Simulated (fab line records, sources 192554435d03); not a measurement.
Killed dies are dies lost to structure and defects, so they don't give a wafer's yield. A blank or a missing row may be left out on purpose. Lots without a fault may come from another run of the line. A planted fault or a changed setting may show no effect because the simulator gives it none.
Split-lot experiment | flow n5_finfet | 7 lots, 21 wafers read, on a route of 1938 steps

THE SPLIT
At N5_BEOL_M9_ETCH_65 (etches SiARC in CF4, target depth 15.6 nm, time 26 s), the setting bias_w was moved away from the recipe's 36 W on 11 of the 21 wafers read, by -12.5% to +17.3%. The other wafers ran this setting at the recipe's value.

The reading is taken at the split's own step.

THE READING
rf_vpp_V, in V, at N5_BEOL_M9_ETCH_65 (etches SiARC in CF4, target depth 15.6 nm, time 26 s). Fault-free wafers of this fab line usually give 183.9 V, standard deviation 1.1 V.

wafer  | tool, chamber at the split | bias_w as run, W | against the recipe | rf_vpp_V, V | against lot-mates on the recipe
L074.1 | rie_diel-06, 3             | 38.27            | +6.3%              | 190.2       | no lot-mate on the recipe
L074.3 | rie_diel-06, 0             | 38.27            | +6.3%              | 192.3       | no lot-mate on the recipe
L074.4 | rie_diel-06, 1             | 38.27            | +6.3%              | 190.4       | no lot-mate on the recipe
L079.1 | rie_diel-02, 0             | 39.1             | +8.6%              | 194.5       | +12.1
L079.2 | rie_diel-02, 3             | 36               | recipe             | 182.4       | -
L079.5 | rie_diel-02, 1             | 39.1             | +8.6%              | 194.6       | +12.2
L084.3 | rie_diel-05, 0             | 36               | recipe             | 185.0       | -
L084.4 | rie_diel-05, 3             | 39.07            | +8.5%              | 192.1       | +7.3
L084.6 | rie_diel-05, 0             | 36               | recipe             | 184.5       | -
L088.2 | rie_diel-02, 3             | 31.49            | -12.5%             | 169.8       | -14.5
L088.5 | rie_diel-02, 3             | 36               | recipe             | 184.3       | -
L088.6 | rie_diel-02, 0             | 31.49            | -12.5%             | 169.4       | -14.9
L087.2 | rie_diel-06, 0             | 36               | recipe             | 182.2       | -
L087.4 | rie_diel-06, 3             | 36               | recipe             | 184.2       | -
L087.6 | rie_diel-06, 3             | 36               | recipe             | 184.5       | -
L089.1 | rie_diel-05, 3             | 36               | recipe             | 182.1       | -
L089.2 | rie_diel-05, 1             | 36               | recipe             | 183.6       | -
L089.6 | rie_diel-05, 2             | 42.24            | +17.3%             | 204.8       | +22.0
L091.3 | rie_diel-06, 2             | 42.2             | +17.2%             | 206.0       | +21.3
L091.4 | rie_diel-06, 3             | 42.2             | +17.2%             | 204.6       | +19.9
L091.6 | rie_diel-06, 0             | 36               | recipe             | 184.7       | -

THE FIT
A straight line over all 21 wafers: rf_vpp_V changes by +1.19 V for each +1% of bias_w; r = +0.99; the points scatter about the line by 1.1 V.
The same after taking each lot's own level away (the mean of its wafers on the recipe; 18 wafers): +1.21 V for each +1%; r = +0.99; scatter 1.2 V.
On that fit, the largest move of bias_w shifts the reading by 21 V.
The lots' own levels span 182.40 to 184.75 V, that is 2.1 times the standard deviation above.
So the lot-to-lot level changes the slope little: the two slopes agree.
Check: with one of the wafers moved furthest among these (+17.3%) left out of the fit, the line predicts +20.8 V for it against its lot-mates. It came out at +22 V against them.
Tool readings at the split's step, against how far the setting was moved: rf_vpp_V r = +0.99.

OTHER SPLITS ON THESE WAFERS
These wafers also went through other splits before the reading. Each is held against what the fit with the lots' levels taken away leaves over:
other split on the same wafers   | wafers away from the commonest value | r with rf_vpp_V (lot level and that fit taken away)
N5_BEOL_M8_TRENCH_ETCH_37 time_s | 3                                    | -0.20

THE FILE'S OWN FIT
rf_vpp_V changes by +1.21 V for each +1% of bias_w, r = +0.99.
